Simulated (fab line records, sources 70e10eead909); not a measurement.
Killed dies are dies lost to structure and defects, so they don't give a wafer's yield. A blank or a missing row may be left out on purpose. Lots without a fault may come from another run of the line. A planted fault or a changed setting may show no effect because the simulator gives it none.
Problem report in the 8D (eight disciplines) form, filled by code | flow nand_harc | the parts of the form that need people (team, actions taken, sign-off) are left out

1. THE PROBLEM
thk_nm at NHARC_A_ONON_D1_THK_MEAS_18 reads a mean of 446 nm on 2 wafers of 2 lots; wafers without a fault read 999 nm with a standard deviation of 9.7. That is -57 standard deviations from the usual mean.
The step: measures by ellipsometry.
First seen on wafer L150.5, day 11 18:03, on film_metro-01. The record holds 40 wafers of 14 lots with a number at this step. Rule for "out", or "out of limits": more than 4 standard deviations from the usual mean. The other wafers with a number count as sound.

2. WHAT IT IS AND WHAT IT IS NOT
question                    | is                | is not
which readings at this step | thk_nm            | -
which lots                  | L150, L152        | L135, L137, L138, L139, L140, L141, L143, L144, L147, L156, L157, L158
which wafers of those lots  | L150.5, L152.6    | L150.4, L152.4
read on which gauges        | film_metro-01     | film_metro-02
when                        | from day 11 18:03 | up to then (28 sound wafers); but 10 sound wafers of L152, L156, L157, L158 came after

3. SUSPECTS, AND WHAT RULES EACH OUT
Counting: a tool at a process step up to the reading stays a suspect if it ran every lot that is out. Sound lots after the first of them don't rule it out here, since some wafers of a struck lot are sound.
- the gauge at NHARC_A_ONON_D1_THK_MEAS_18: ruled out. All the wafers that are out were read on film_metro-01, but those of them that NHARC_END_SORT_01 has rows for are out there too, on other tools.
- rie_diel-08 at NHARC_P_BONDPAD_ETCH_37 (etches the open film in N2/H2, target depth 60 nm, overetch 18 nm, time 65.91 s): kept. It ran every lot that is out, first L150 (day 10 04:34).
- pecvd_onon-02 at NHARC_A_ONON_D1_DEP_16 (target thk 1000 nm): kept. It ran every lot that is out, first L150 (day 11 17:43); its last sound lot up to then is L147 (day 11 01:12).
- Within rie_diel-08 at NHARC_P_BONDPAD_ETCH_37: the wafers that are out ran in chamber 2; their sound lot-mates ran in chamber 3.
Left after counting: rie_diel-08 at NHARC_P_BONDPAD_ETCH_37, pecvd_onon-02 at NHARC_A_ONON_D1_DEP_16.

4. THE CAUSE (what the simulator had put in)
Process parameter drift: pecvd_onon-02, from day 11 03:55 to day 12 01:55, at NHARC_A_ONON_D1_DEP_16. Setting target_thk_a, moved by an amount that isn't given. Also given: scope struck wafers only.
Counting left 2 suspects, and this tool is among them.

5. THE CHAIN OF EFFECTS, in route order
Each row: a reading whose mean over the struck wafers that have a number lies more than 3 standard deviations from the usual. Only readings for which the record gives a usual standard deviation are gone through. hours: the time from each lot's start at the first step in this table that gives one to its start at this step, as a median over the lots. sigmas: the change in usual standard deviations.
hours | step                        | reading         | usual  | on struck wafers | change | sigmas
0     | NHARC_A_ONON_D1_THK_MEAS_18 | thk_nm          | 999 nm | 446              | -553   | -57
290   | NHARC_END_SORT_01           | killed_at_array | 28     | 672              | +644   | +59
290   | NHARC_END_SORT_01           | killed_dies     | 31     | 677              | +646   | +59

6. WHAT WOULD HAVE CAUGHT IT SOONER
In this record the first reading out of limits at a measuring or inspecting step was taken at day 11 18:03, 14 hours after the fault began at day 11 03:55.
Of the lots that are out (2), L152 began NHARC_A_ONON_D1_DEP_16 on pecvd_onon-02 after day 11 18:03. A hold on the tool at that time would have spared it.
